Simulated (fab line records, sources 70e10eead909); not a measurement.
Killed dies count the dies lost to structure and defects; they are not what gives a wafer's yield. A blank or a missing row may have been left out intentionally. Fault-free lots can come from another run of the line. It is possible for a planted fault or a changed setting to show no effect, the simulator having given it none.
Struck lot and sound lot, side by side + flow nandHarc + 15 steps out of a route of 1159
Sound: these wafers, L235.1, L235.3, L235.6. The struck wafers were L233.1, L233.2, L233.5. The cause is named last.
Order at every step that has rows: each side's tool, ch and its chambers, its first start. Under that, the readings that differ: sound wafers + struck wafers + difference of the means + sigmas: that difference in standard deviations of wafers without a fault.
alike: words and numbers the same on both sides, and readings whose means are apart by under 2 such deviations; not compared: readings that were withheld, readings missing a value for some wafer, numbers with overlapping values and no deviation given by the record, and bounds like >300 which may hide the same value.
Wherever a step has rows on one side only, a row that says differs or no value, or a row with sigmas, the two part there. Non-overlapping numbers with no deviation appear without sigmas and do not part them. A reading that every wafer of one side lacks parts them only if that side has two wafers or more.

first, 2 steps without rows for these wafers: NHARC_A_CHANNEL_HOLE_D1_STRIP_42 (strips in CF4/CHF3); NHARC_A_CHANNEL_HOLE_D1_STRIP_43 (strips in O2/COS).
NHARC_A_CHANNEL_HOLE_D1_ETCH_44: etches the open film in CF4/O2, target depth 140 nm, overetch 14 nm, time 77 s.
  sound on rieDiel-06 ch 2,3, day 11 17:59; struck on rieDiel-03 ch 0,1,2, day 11 22:24
  alike: drypumpMotorCurrentA, oesProductAu, rfVppV, showerheadPlenumPTorr, throttleValvePct
  not compared: rfHoursCounterH
NHARC_A_CHANNEL_HOLE_D1_STRIP_27: strips in O2.
  sound on rieDiel-06 ch 0,1; struck on rieDiel-03 ch 0,1,3
  alike: drypumpMotorCurrentA, oesProductAu, rfVppV, showerheadPlenumPTorr, throttleValvePct
  not compared: rfHoursCounterH
then, 2 steps without rows for these wafers: NHARC_A_CHANNEL_HOLE_D1_PRECLEAN_28 (cleans in SC1); NHARC_A_CHANNEL_HOLE_D1_SRD_29.
NHARC_A_CHANNEL_HOLE_D1_CD_MEAS_30:
  sound on cdSem-01, day 11 18:47; struck on cdSem-02, day 11 23:11
| reading   | sound          | struck         | difference | sigmas |
|-----------|----------------|----------------|------------|--------|
| cdNm (nm) | 87.6 89.2 87.3 | 90.8 91.8 89.0 | +2.5       | +3     |
NHARC_A_CHANNEL_HOLE_D1_XSEM_31:
  sound on xsem-02 ch 0, day 11 18:52; struck on xsem-01 ch 0, day 11 23:16
| reading      | sound          | struck         | difference | sigmas |
|--------------|----------------|----------------|------------|--------|
| botCdNm (nm) | 72.0 74.5 72.5 | 75.5 77.8 75.1 | +3.1       | +3     |
  alike: bowNm, tiltDeg
NHARC_A_CHANNEL_HOLE_D1_INSPECT_40:
  sound on defectInspect-02, day 11 18:59; struck on defectInspect-02, day 11 23:22
| reading        | sound    | struck   | difference | sigmas |
|----------------|----------|----------|------------|--------|
| rawDefectCount | 44 42 35 | 71 68 88 | +35        | +2     |
then, 2 steps without rows for these wafers: NHARC_A_CHANNEL_FILL_D1_PRECLEAN_00 (cleans in SC1); NHARC_A_CHANNEL_FILL_D1_SRD_01.
NHARC_A_CHANNEL_FILL_D1_ALD_02: deposits SiO2, target thk 6 nm, pulse time 10 s, ald cycles 60.
  sound on aldHk-02 ch 0,2, day 11 20:25; struck on aldHk-03 ch 0,3, day 11 23:34
  alike: heaterPowerOuterW, heaterPowerW, precursorPulseHeightRel
NHARC_A_CHANNEL_FILL_D1_ALD_03: deposits SiNx, target thk 6 nm, pulse time 60 s, ald cycles 58.
  struck on aldSinBatch-03, day 12 02:46; sound on aldSinBatch-01 ch 0, day 11 23:52
  no value came back on the struck wafers for aldCycles, chamberPressureTorr (Torr), precursorPulseHeightRel; on the sound wafers aldCycles reads 58 58 58
NHARC_A_CHANNEL_FILL_D1_ALD_14: deposits SiO2, target thk 2.5 nm, pulse time 10 s, ald cycles 25.
  sound on aldHk-04 ch 0,2,3, day 12 03:32; struck on aldHk-04 ch 1,2, day 12 06:35
  alike: heaterPowerOuterW, heaterPowerW, precursorPulseHeightRel
-- break in the record here, with 10 days between the starts of the struck wafers on either side (left off in module A_CHANNEL_FILL_D1, picked up again in module END, where the first step shown is number 1159 on the route) --
NHARC_END_SORT_01:
  sound on prober-02 ch 0, day 22 22:16; struck on prober-02 ch 0, day 22 07:46
| reading       | sound    | struck      | difference | sigmas |
|---------------|----------|-------------|------------|--------|
| killedAtArray | 28 30 25 | 675 677 676 | +648       | +65    |
| killedAtOther | 6 3 3    | 0 0 0       | -4         | -4     |
| killedDies    | 36 34 28 | 677 677 677 | +644       | +66    |
  alike: killedAtPeriphery, killedOpen, killedShort

## WHERE THEY PART
Last at NHARC_END_SORT_01 as far as this record goes, first at NHARC_A_CHANNEL_HOLE_D1_CD_MEAS_30.

WHY: what had been put in by the simulator
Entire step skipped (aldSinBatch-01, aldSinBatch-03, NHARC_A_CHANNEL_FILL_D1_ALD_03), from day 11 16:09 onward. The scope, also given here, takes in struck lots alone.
